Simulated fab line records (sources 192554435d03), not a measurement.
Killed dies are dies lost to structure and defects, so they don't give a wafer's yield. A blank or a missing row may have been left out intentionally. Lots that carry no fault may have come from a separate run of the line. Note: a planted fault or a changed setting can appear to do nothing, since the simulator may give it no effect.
Comparing a struck lot with a sound one :: flow n5-finfet :: 28 steps out of a route of 1938
Sound: wafers L996.1, L996.3, L996.4. Struck: wafers L106.3, L106.4, L106.5. The cause is given at the end.
Each step with rows lists, per side, the tool, then ch with its chambers, then its first start. Under that, the readings that differ: sound wafers :: struck wafers :: difference of the means :: sigmas: that difference in standard deviations of wafers without a fault.
alike: readings whose means differ by less than 2 such deviations, and words and numbers that are the same on both sides. not compared: withheld readings, readings that some wafer has no value for, bounds like >300 that may hide the same value, and numbers for which the record gives no deviation and whose values overlap.
The two part at a step that has a row with sigmas, a row that says differs or no value, or rows on one side only. Numbers that don't overlap but have no deviation are shown without sigmas and don't part them. A reading that every wafer of one side lacks parts them only if that side has two wafers or more.

first, 9 steps without rows for these wafers: N5_FIN_SAQP_PRECLEAN_38 (cleans in O3/DIW, time 45 s); N5_FIN_SAQP_PRECLEAN_45 (cleans in dHF, time 10 s); N5_FIN_SAQP_SRD_39 (time 30 s); N5_FIN_CUT_COAT_18 (time 60 s, resist thk 230 nm); N5_FIN_CUT_COAT_19 (time 60 s, resist thk 20 nm); N5_FIN_CUT_COAT_29 (time 60 s, resist thk 10 nm); N5_FIN_CUT_COAT_02 (resist thk 30 nm); N5_FIN_CUT_EBR_04; N5_FIN_CUT_SOFTBAKE_03 (time 60 s).
N5_FIN_CUT_EXPOSE_05: exposes mask FIN CUT.
  sound on euv-scanner-01 ch 0, day 4 08:56; struck on euv-scanner-01 ch 0, day 6 20:19
reading: exposure-dose-mJ-cm2
sound: 45.73 45.72 45.79
struck: 40.77 40.79 40.68
difference: -5.00
sigmas: -99 or more
  alike: mask
then, 2 steps without rows for these wafers: N5_FIN_CUT_PEB_06 (peb time 60 s); N5_FIN_CUT_DEVELOP_07 (develop time 30 s).
N5_FIN_CUT_CD_MEAS_08: the cd target is 29.1 nm.
  sound on cd-sem-03 ch 0, day 4 09:04; struck on cd-sem-03 ch 0, day 6 20:26
reading: cd-nm (nm)
sound: 28.51 29.25 29.01
struck: 27.04 27.39 27.36
difference: -1.66
sigmas: -8
then, 1 step without rows for these wafers: N5_FIN_CUT_DESCUM_13 (chemistry O2, time 7 s).
N5_FIN_CUT_ETCH_30: etches underlayer in N2/H2, target depth 13 nm, time 10.4 s.
  sound on rie-diel-04 ch 0,1,2, day 4 09:23; struck on rie-diel-04 ch 0,2, day 6 20:38
reading: model.FIN_CUT.cd-offset-nm (nm)
sound: -0.2 0 -0.2
struck: -1.8 -1.8 -2.2
difference: -1.8
sigmas: 
  alike: drypump-motor-current-A, etch-rf-on-time-s, oes-product-au, rf-vpp-V, showerhead-plenum-p-Torr, throttle-valve-pct
  not compared: rf-hours-counter-h
then, 9 steps without rows for these wafers: N5_FIN_CUT_ETCH_20 (etches SiARC in CF4, target depth 26 nm, time 43.3 s); N5_FIN_CUT_ETCH_21 (etches SOC in N2/H2, target depth 219 nm, overetch 43.8 nm, time 523.5 s); N5_FIN_CUT_STRIP_23 (strips in N2/H2); N5_FIN_CUT_STRIP_31 (strips in N2/H2); N5_FIN_CUT_STRIP_24 (strips in CF4); N5_FIN_CUT_CUT_ETCH_26 (etches SiNx in CH3F/O2, target depth 39 nm, time 55.7 s); N5_FIN_CUT_CUT_ETCH_27 (etches SiO2 in CHF3/O2, target depth 4 nm, overetch 2 nm, time 4.9 s); N5_FIN_CUT_PRECLEAN_35 (cleans in vHF, time 13.3 s); N5_FIN_CUT_CUT_ETCH_15 (etches Si in HBr/Cl2/O2, target depth 100 nm, bt time 10 s, time 42.4 s).
N5_FIN_CUT_CUT_ETCH_28: etches Si in HBr/Cl2/O2, target depth 6 nm, time 2.4 s.
  sound on rie-si-02 ch 0,2,3, day 4 10:02; struck on rie-si-02 ch 0,1,2, day 6 21:17
reading: model.FIN_CUT.cd-offset-nm (nm)
sound: 0 -0.6 -0.8
struck: -1.6 -1.8 -1.4
difference: -1.1
sigmas: 
  alike: drypump-motor-current-A, oes-product-au, throttle-valve-pct
  not compared: rf-hours-counter-h
then, 1 step without rows for these wafers: N5_FIN_CUT_STRIP_22 (strips in N2/H2).
-- record jumps: 6 days separate the struck wafers' starts on either side; left off in module FIN_CUT, taken up again in module BEOL_M4, whose first shown step is the route's number 1111 --
N5_BEOL_M4_RC_MEAS_101:
  sound on prober-01 ch 0, day 9 22:44; struck on prober-02 ch 0, day 12 23:04
  alike: DIBL_N, DIBL_P, IOFF_N, IOFF_P, ION_N, ION_P, SS_N, SS_P, VT_N, VT_P
N5_PASSIVATION_PROBE_49:
  rows exist in the record for the sound wafers here (prober-02, day 14 01:29), none for the struck ones

WHERE THEY PART
Earliest at N5_FIN_CUT_EXPOSE_05; latest, in this record, at N5_PASSIVATION_PROBE_49.

WHY: what the simulator had put in
Process parameter drift: euv-scanner-01, from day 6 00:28 on, at N5_FIN_CUT_EXPOSE_05. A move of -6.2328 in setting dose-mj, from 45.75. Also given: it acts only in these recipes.
